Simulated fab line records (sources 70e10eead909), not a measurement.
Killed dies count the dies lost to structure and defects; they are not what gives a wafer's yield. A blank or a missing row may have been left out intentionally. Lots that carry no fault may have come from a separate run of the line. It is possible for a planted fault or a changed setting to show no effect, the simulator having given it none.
Matching of chambers    flow nand-harc    NHARC_A_SLIT_ETCH_24 on rie-diel-02: 4 sister chambers
The step etches the open film in CF4/CHF3, target depth 121 nm, time 60.5 s. 14 wafers are shown with their chamber, then 7 later ones without.

WAFERS PAIRED WITH THEIR CHAMBERS
wafer   chamber  drypump-motor-current-A (A)  rf-vpp-V (V)  oes-product-au (a.u.)
L075.2  1        6.1                          370.2         0.946
L075.3  1        6.1                          369.8         0.946
L075.4  3        4.8                          370.2         0.965
L082.3  1        6.1                          368.6         0.963
L082.4  3        4.8                          369.5         0.963
L082.6  2        5.6                          369.7         0.971
L083.2  3        4.8                          369.4         0.945
L083.5  3        4.8                          368.8         0.954
L083.6  1        6.1                          370.4         0.956
L087.2  0        5.7                          374.8         0.974
L087.3  3        4.8                          369.6         0.953
L087.4  2        5.6                          368.9         0.975
L086.3  3        4.8                          369.6         0.956
L086.4  2        5.7                          366.9         0.974

SIGNATURES, as means of the wafers listed above
reading                  chamber 0  chamber 1  chamber 2  chamber 3  scatter within a chamber
drypump-motor-current-A  5.700      6.100      5.633      4.800      0.0258
rf-vpp-V                 374.800    369.750    368.500    369.517    0.844
oes-product-au           0.97400    0.95275    0.97333    0.95600    0.00692
Rule: for each reading, subtract the chamber's mean from the wafer's reading, divide by that reading's scatter and square the result; add these up over the readings and take the root, which gives the wafer's distance from the chamber. If the next closest chamber is less than 2 further off than the closest, the wafer can't be placed; otherwise it belongs to the closest. The scatter: take each reading less its chamber's mean, square it, sum over the shown wafers, divide by the number of wafers less the number of chambers, and take the root.

WAFERS WHOSE CHAMBER IS MISSING
wafer   drypump-motor-current-A (A)  rf-vpp-V (V)  oes-product-au (a.u.)
L086.5  6.1                          370.6         0.977
L093.1  6.1                          369.9         0.958
L093.5  6.1                          370.0         0.952
L093.6  5.8                          371.5         0.989
L092.1  4.8                          368.8         0.973
L092.2  5.6                          368.3         0.962
L092.4  5.7                          373.2         0.974

EACH ONE'S CHAMBER
wafer   from the rows above      in truth
L086.5  1                        1
L093.1  1                        1
L093.5  1                        1
L093.6  can't be placed: 0 or 2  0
L092.1  3                        3
L092.2  2                        2
L092.4  0                        0
Correct placement for 6 of the 7. Can't be placed from these rows: 1 (the true chamber is among the candidates in 1). Wrongly placed: 0.
